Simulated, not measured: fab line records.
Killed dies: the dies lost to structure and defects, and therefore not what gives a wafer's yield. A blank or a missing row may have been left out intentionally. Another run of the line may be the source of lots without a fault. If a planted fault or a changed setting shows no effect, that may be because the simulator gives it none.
What tool caused it? | flow nandHarc | 7 lots, 21 wafers sampled, at 2 steps of a route of 1302

== WHAT THE GAUGES SHOWED, per wafer ==
NHARC_A_ONON_D1_THK_MEAS_08: measures by ellipsometry.
lot  | measured     | on           | thkNm (nm)
L853 | day 8 08:01  | filmMetro-01 | 999 998 998
L859 | day 10 20:17 | filmMetro-02 | 998 1000 1001
L863 | day 12 11:13 | filmMetro-01 | 1200 1199 1200 1200 1198 1199
L869 | day 15 10:05 | filmMetro-01 | 1010 1009 1010
L872 | day 16 00:10 | filmMetro-01 | 1007 1005 1007
L873 | day 16 15:22 | filmMetro-01 | 1003 1004 1002
L874 | day 17 06:40 | filmMetro-02 | 1020 1020 1018

== EACH LOT AND THE TOOL THAT RAN IT (in order: tool; ch and the chambers of the sampled wafers; start) ==
lot  | NHARC_A_ONON_D1_DEP_06
L853 | pecvdOnon-02 ch 0, day 8 07:30
L859 | pecvdOnon-01 ch 0, day 10 19:46
L863 | pecvdOnon-04 ch 0, day 12 10:46
L869 | pecvdOnon-01 ch 0, day 15 09:35
L872 | pecvdOnon-01 ch 0, day 15 23:46
L873 | pecvdOnon-01 ch 0, day 16 14:55
L874 | pecvdOnon-02 ch 0, day 17 06:08
- NHARC_A_ONON_D1_DEP_06: target thk 1000 nm.

== THE ANSWER, worked out from the rows above alone ==
Rule: usual is defined by the lots themselves. The widest of any qualifying gaps counts: lots, ordered by their means at a reading, are off when they make up no more than a third of the lots, leave a main group of 4 or more, and stand apart from it by 3 or more times the standard deviation of that group's means. Not used: any main group whose means are identical at the precision the tables above print for the reading. A lot without any number at a reading at which 4 lots or more have one is off too. All remaining lots with rows at the step are treated as sound.
Off: L863 (NHARC_A_ONON_D1_THK_MEAS_08, thkNm). Mean 1006 nm and standard deviation 7.1 in the main group.
A tool fits if, at a process step before that reading, it ran every lot that is off, and no sound lot after the first of them. Those tools and the gauges at NHARC_A_ONON_D1_THK_MEAS_08 are tried in the same way. One fits: pecvdOnon-04 at NHARC_A_ONON_D1_DEP_06. It ran no sound lot before its first lot that is off in this sample, so the start can't be narrowed down.

== WHAT THE SIMULATOR HAD PUT IN ==
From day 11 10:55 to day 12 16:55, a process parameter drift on pecvdOnon-04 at NHARC_A_ONON_D1_DEP_06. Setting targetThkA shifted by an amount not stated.
Shown lots that were struck: L863. The same result came from the rule above.
